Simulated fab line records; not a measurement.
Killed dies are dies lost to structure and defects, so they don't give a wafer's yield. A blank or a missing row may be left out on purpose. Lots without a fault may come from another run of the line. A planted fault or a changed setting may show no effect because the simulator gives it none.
fab line records	flow n5-finfet
[record] lots = 10	wafers = 30	last-day = 17
route steps=1938 shown MIM_TOP@1837 PASS1_CAP@1873 TV_OPEN@1890 PASSIVATION@1931
lots that met no fault: taken from a fault-free run of the same line
start-h: hours from the record's first day to the start of the lot's first wafer shown	wait-h: hours elapsed since this lot's preceding step	" the same as in the row above	L1.1+2: a row that stands for several wafers	- no value, or no start was given	* or withheld: withheld	< > ~ a bound
route shown NAME@n: NAME is a module with steps in the file, n the number in the route of the first one	usual: mean and standard deviation over wafers with no fault	same: alike in all rows	chamber/n: place in a boat	sites: the reading at each site	_std_site: the standard deviation of these	_edge_site: the outer-site mean with the inner-site mean subtracted	radius-mm: how far each site lies from the wafer's centre	mask NAME#n: copy n	behind: the last tool/chamber to shape the wafer	hold: cause of the lot's hold/its duration in hours/its outcome	device: names the non-switching transistor (n, p or np)	end of line: tests run on the same wafers once the route is complete	a step given without rows: its recipe and nothing more	killed: the dies lost at the first sort to structure and to defects; this is not the yield of the wafer	map: per-die view of a wafer (x killed, . not killed, _ where there is no die)
set.NAME: the setting the step ran with; set.NAME@STEP: the setting that earlier step ran with	model.NAME: the simulator's own value behind a step, which no gauge read
the route's steps for a sample of lots (tables are steps, rows are wafers)
services: the hour from which a tool's chamber was out of use, counted from the record's first day as start-h (under 0 if before that day), plus the number of hours and why
[[steps]]
[step N5_MIM_TOP_DEGAS_04]
[recipe] ambient = vacuum	temp-c = 300	time-s = 60
[usual] heater-power-w = 479/40	susceptor-temp-C = 300.01/0.2
lot.wafer	tool	chamber	start-h	wait-h	heater-power-w	susceptor-temp-C
L773.1	pvd-sputter-02	-	265.54	-	498	300.38
L773.3	"	-	"	"	481	300.21
L773.5	"	-	"	"	492	299.77
L774.1	pvd-sputter-02	-	287.94	-	510	299.76
L774.4	"	-	"	"	484	300.14
L774.5	"	-	"	"	470	300.21
L775.1	pvd-sputter-01	-	291.26	-	540	299.85
L775.3	"	-	"	"	522	299.83
L775.5	"	-	"	"	527	300.00
L780.2	pvd-sputter-02	-	306.21	-	520	299.78
L780.3	"	-	"	"	486	300.12
L780.5	"	-	"	"	475	300.12
L781.2	pvd-sputter-02	-	314.34	-	507	300.02
L781.3	"	-	"	"	496	300.34
L781.6	"	-	"	"	503	299.98
L784.1	pvd-sputter-03	-	330.81	-	480	300.12
L784.3	"	-	"	"	483	300.31
L784.4	"	-	"	"	441	300.16
L783.2	pvd-sputter-03	-	338.91	-	492	299.78
L783.3	"	-	"	"	432	299.92
L783.4	"	-	"	"	498	299.67
L782.1	pvd-sputter-03	-	343.50	-	437	300.36
L782.5	"	-	"	"	448	299.80
L782.6	"	-	"	"	480	300.28
L788.1	pvd-sputter-02	-	372.78	-	488	299.74
L788.5	"	-	"	"	501	299.92
L788.6	"	-	"	"	514	300.07
L795.1	pvd-sputter-02	-	398.40	-	487	299.97
L795.2	"	-	"	"	471	299.49
L795.6	"	-	"	"	510	299.77
[step N5_PASSIVATION_PECVD_55]
[recipe] material = SiO2	target-thk-a = 4000	temp-c = 400	precursor = SiH4/N2O	pressure-torr = 2.7	rf-w = 608	time-s = 22.5
[usual] heater-power-w = 681/120	showerhead-plenum-p-Torr = 8.22/0.11	susceptor-temp-C = 399.98/0.21	throttle-valve-pct = 51.6/2.7
lot.wafer	tool	chamber	start-h	wait-h	heater-power-w	showerhead-plenum-p-Torr	susceptor-temp-C	throttle-valve-pct
L773.1	pecvd-03	0	267.82	0.0	738	8.40	400.14	53.5
L773.3	"	2	"	"	654	8.12	399.73	47.5
L773.5	"	0	"	"	765	8.41	400.28	54.0
L774.1	pecvd-02	1	290.49	0.0	577	8.22	399.71	55.2
L774.4	"	2	"	"	632	8.15	399.81	50.6
L774.5	"	2	"	"	631	8.16	399.80	50.7
L775.1	pecvd-03	1	293.75	0.0	629	8.38	400.14	55.2
L775.3	"	0	"	"	718	8.42	399.63	54.0
L775.5	"	2	"	"	678	8.11	399.91	47.7
L780.2	pecvd-04	1	308.35	0.0	767	8.31	399.92	49.7
L780.3	"	2	"	"	772	8.13	400.16	48.7
L780.5	"	0	"	"	602	8.06	399.99	54.8
L781.2	pecvd-02	1	316.49	0.0	469	8.21	400.17	55.4
L781.3	"	2	"	"	634	8.15	400.22	50.9
L781.6	"	2	"	"	624	8.15	400.09	50.6
L784.1	pecvd-03	0	333.13	0.0	758	8.40	400.05	54.3
L784.3	"	1	"	"	642	8.38	399.92	55.2
L784.4	"	1	"	"	676	8.39	400.07	55.2
L783.2	pecvd-02	1	341.18	0.0	510	8.22	399.87	55.3
L783.3	"	2	"	"	564	8.15	399.94	51.0
L783.4	"	0	"	"	958	8.26	399.79	50.8
L782.1	pecvd-04	2	345.79	0.0	779	8.12	399.73	48.6
L782.5	"	2	"	"	643	8.15	399.75	48.8
L782.6	"	1	"	"	756	8.34	400.14	49.7
L788.1	pecvd-02	2	374.92	0.0	637	8.15	400.03	51.2
L788.5	"	1	"	"	531	8.22	399.81	55.3
L788.6	"	2	"	"	506	8.13	400.32	51.2
L795.1	pecvd-02	2	400.97	0.0	592	8.13	400.17	51.2
L795.2	"	0	"	"	850	8.28	400.09	50.9
L795.6	"	2	"	"	638	8.16	400.40	51.4
[step N5_PASSIVATION_ETCH_15]
[recipe] chemistry = CF4/N2	target = SiCN	target-depth-a = 750	taper-deg = 2	time-s = 81.2	ion-energy-ev = 150	mask-material = SiNx	pressure-mtorr = 40	source-w = 430	bias-w = 70	Ar_flow_sccm = 100	cf4-flow-sccm = 60	n2-flow-sccm = 60
[usual] bias-w = 69.99/0.21	chamber-pressure-mTorr = 40.00/0.037	drypump-motor-current-A = 5.9/0.5	oes-product-au = 0.76/0.09	rf-vpp-V = 382.5/2.1	showerhead-plenum-p-Torr = 2.21/0.08	throttle-valve-pct = 15.45/0.17
lot.wafer	tool	chamber	start-h	wait-h	bias-w	chamber-pressure-mTorr	drypump-motor-current-A	oes-product-au	rf-hours-counter-h	rf-vpp-V	showerhead-plenum-p-Torr	throttle-valve-pct
L773.1	rie-diel-03	2	-	-	69.89	39.99	5.3	0.70	224	382.0	2.18	15.37
L773.3	"	0	"	"	70.28	40.01	5.9	0.96	5	386.8	2.35	15.17
L773.5	"	2	"	"	69.72	39.92	5.3	0.70	-	380.9	2.18	15.35
L774.1	rie-diel-04	1	-	-	69.86	39.93	6.0	0.70	193	382.9	2.28	15.58
L774.4	"	2	"	"	69.95	39.97	5.4	0.73	179	382.3	2.19	15.51
L774.5	"	3	"	"	70.18	40.00	6.0	0.69	-	383.9	2.27	15.52
L775.1	rie-diel-02	1	-	-	70.15	40.10	6.1	0.73	183	381.2	2.11	15.45
L775.3	"	3	"	"	70.25	40.01	6.6	0.91	27	383.9	2.25	15.27
L775.5	"	3	"	"	69.78	39.97	6.6	0.90	-	382.5	2.25	15.25
L780.2	rie-diel-02	3	-	-	69.91	39.94	6.6	0.89	32	383.4	2.25	15.27
L780.3	"	2	"	"	70.21	40.08	6.1	0.70	200	381.5	2.19	15.45
L780.5	"	2	"	"	70.39	40.00	6.1	0.69	-	383.4	2.19	15.45
L781.2	rie-diel-02	2	-	-	69.95	39.98	6.1	0.70	203	382.5	2.19	15.45
L781.3	"	3	"	"	70.05	39.98	6.6	0.89	34	383.7	2.25	15.26
L781.6	"	3	"	"	70.04	39.99	6.6	0.89	-	384.2	2.25	15.27
L784.1	rie-diel-03	0	-	-	70.04	40.01	5.9	0.90	27	386.7	2.34	15.20
L784.3	"	1	"	"	70.10	39.98	6.5	0.68	234	381.4	2.16	15.65
L784.4	"	1	"	"	69.89	40.00	6.5	0.69	-	380.7	2.16	15.65
L783.2	rie-diel-03	1	-	-	70.02	40.02	6.5	0.68	236	381.5	2.16	15.63
L783.3	"	0	"	"	69.88	40.01	5.9	0.88	29	384.9	2.34	15.22
L783.4	"	2	"	"	70.59	40.02	5.3	0.68	247	381.2	2.18	15.41
L782.1	rie-diel-03	2	-	-	70.11	39.96	5.3	0.68	252	381.9	2.17	15.41
L782.5	"	1	"	"	69.85	40.04	6.4	0.68	-	382.5	2.16	15.64
L782.6	"	2	"	"	70.07	39.97	5.3	0.68	-	381.5	2.17	15.42
L788.1	rie-diel-02	3	-	-	69.93	39.97	6.6	0.86	53	382.8	2.24	15.32
L788.5	"	3	"	"	70.13	39.98	6.6	0.86	-	383.4	2.24	15.31
L788.6	"	2	"	"	70.12	40.04	6.1	0.70	-	381.4	2.18	15.51
L795.1	rie-diel-03	2	-	-	69.85	39.99	5.3	0.94	6	382.1	2.17	14.95
L795.2	"	0	"	"	69.91	40.10	5.9	0.84	55	386.1	2.33	15.27
L795.6	"	0	"	"	70.22	39.92	5.9	0.84	-	387.4	2.33	15.28
[step N5_PASSIVATION_STRIP_48]
[recipe] chemistry = O2	power-w = 600	temp-c = 60	pressure-mtorr = 30	rf-frequency-hz = 6e+07	bias-power-w = 0	overash-fraction = 0.5	o2-flow-sccm = 225
[usual] chamber-pressure-mTorr = 29.99/0.14	drypump-motor-current-A = 5.7/0.5	oes-product-au = 0.81/0.091	rf-vpp-V = 3.6/2.5	showerhead-plenum-p-Torr = 2.10/0.064	temp-c = 60.00/0.13	throttle-valve-pct = 16.72/0.23
[same] bias-power-w = 0
lot.wafer	tool	chamber	start-h	wait-h	chamber-pressure-mTorr	drypump-motor-current-A	oes-product-au	rf-hours-counter-h	rf-vpp-V	showerhead-plenum-p-Torr	temp-c	throttle-valve-pct
L773.1	rie-diel-05	3	272.16	0.1	29.88	5.7	0.81	85	7.9	2.19	60.02	16.37
L773.3	"	1	"	"	29.96	5.7	0.73	131	2.2	2.18	59.94	16.74
L773.5	"	1	"	"	29.98	5.7	0.74	-	1.9	2.18	60.05	16.83
L774.1	rie-diel-05	3	295.43	0.1	29.82	5.7	0.82	94	0.6	2.19	60.09	16.36
L774.4	"	1	"	"	30.18	5.7	0.75	141	0.2	2.18	59.80	16.84
L774.5	"	2	"	"	29.96	5.1	1.02	-	1.6	2.14	59.86	16.55
L775.1	rie-diel-01	3	301.31	0.1	29.96	5.2	0.69	248	6.2	2.16	59.94	17.24
L775.3	"	0	"	"	29.90	5.2	0.77	103	2.7	2.02	59.95	16.77
L775.5	"	0	"	"	30.18	5.1	0.80	-	1.9	2.02	60.26	16.79
L780.2	rie-diel-06	3	316.84	0.1	29.90	5.8	0.68	209	3.8	2.08	60.03	17.12
L780.3	"	0	"	"	30.14	4.9	0.80	94	1.2	2.05	59.88	16.87
L780.5	"	0	"	"	29.72	4.9	0.81	-	5.1	2.05	59.96	16.80
L781.2	rie-diel-01	0	322.99	0.1	29.77	5.1	0.78	114	3.6	2.02	60.09	16.73
L781.3	"	1	"	"	30.04	5.9	0.85	60	5.4	2.04	59.85	16.75
L781.6	"	1	"	"	30.04	6.0	0.83	-	2.9	2.04	60.16	16.62
L784.1	rie-diel-01	0	341.49	0.1	30.09	5.1	0.73	121	3.6	2.02	60.12	16.77
L784.3	"	2	"	"	30.21	6.1	0.67	248	5.2	2.17	59.95	17.04
L784.4	"	1	"	"	29.79	5.9	0.85	67	2.6	2.04	59.85	16.63
L783.2	rie-diel-01	3	355.34	0.1	29.92	5.3	0.95	9	4.0	2.16	60.01	16.76
L783.3	"	1	"	"	30.12	5.9	0.84	71	0.8	2.04	60.05	16.66
L783.4	"	1	"	"	30.07	5.9	0.80	-	2.3	2.04	60.15	16.68
L782.1	rie-diel-01	0	361.95	0.3	29.78	5.2	0.75	129	1.7	2.01	61.46	16.76
L782.5	"	3	"	"	30.04	5.3	0.94	-	2.7	2.15	61.31	16.82
L782.6	"	0	"	"	30.18	5.1	0.75	-	3.4	2.01	61.39	16.86
L788.1	rie-diel-01	2	379.89	0.1	29.97	6.1	0.93	6	1.4	2.16	61.16	16.59
L788.5	"	0	"	"	30.18	5.1	0.72	-	4.6	2.01	61.23	16.78
L788.6	"	3	"	"	29.77	5.2	0.87	-	3.4	2.15	61.47	16.66
L795.1	rie-diel-05	1	408.10	0.1	30.05	5.7	0.71	180	5.8	2.17	60.06	16.94
L795.2	"	0	"	"	29.69	6.6	0.84	61	4.4	2.04	59.90	16.37
L795.6	"	0	"	"	29.79	6.6	0.86	-	5.4	2.04	59.98	16.37
[[services]]
tool	chamber	start-h	hours	kind
rie-diel-04	2	248.97	8.5	repair
rie-diel-02	3	249.69	7.0	repair
rie-diel-05	1	251.98	3.1	repair
pecvd-03	0	275.91	7.4	repair
pecvd-04	-	278.25	1.6	repair
pvd-sputter-03	-	279.46	4.2	repair
rie-diel-01	2	285.88	1.5	repair
rie-diel-01	0	288.34	2.1	repair
pecvd-03	1	301.75	6.2	repair
pecvd-02	-	308.21	5.5	pm
rie-diel-04	2	316.38	2.4	repair
rie-diel-06	3	325.99	4.0	repair
rie-diel-02	1	327.06	13.8	repair
rie-diel-03	2	333.27	7.1	repair
rie-diel-06	2	334.33	4.9	repair
rie-diel-06	3	343.16	4.0	repair
rie-diel-03	3	347.79	18.3	repair
pecvd-03	-	372.48	4.3	pm
pecvd-02	-	375.70	1.7	repair
rie-diel-03	1	386.02	11.1	repair
rie-diel-06	-	386.51	0.4	repair
pecvd-02	-	391.99	2.8	pm
rie-diel-04	-	399.04	2.8	pm
pecvd-03	-	404.03	0.5	repair
[[key]]
[first-sign] step = N5_PASSIVATION_STRIP_48	reading = temp-c	direction = up	sigmas = 9.9	usual = *	struck = *
effect none on later readings
met-at N5_PASSIVATION_STRIP_48
struck-lots L782,L788
not-acting-at N5_MIM_TOP_DEGAS_04,N5_PASSIVATION_PECVD_55,N5_PASSIVATION_ETCH_15
onset-between 355.34 361.95
[fault] kind = process-parameter-drift	tool = rie-diel-01	chamber = -	onset-h = 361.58	steps = N5_PASSIVATION_STRIP_48	channel = temp-c	offset = *	shape = step	end-h = 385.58	acts-in = *	stated = *
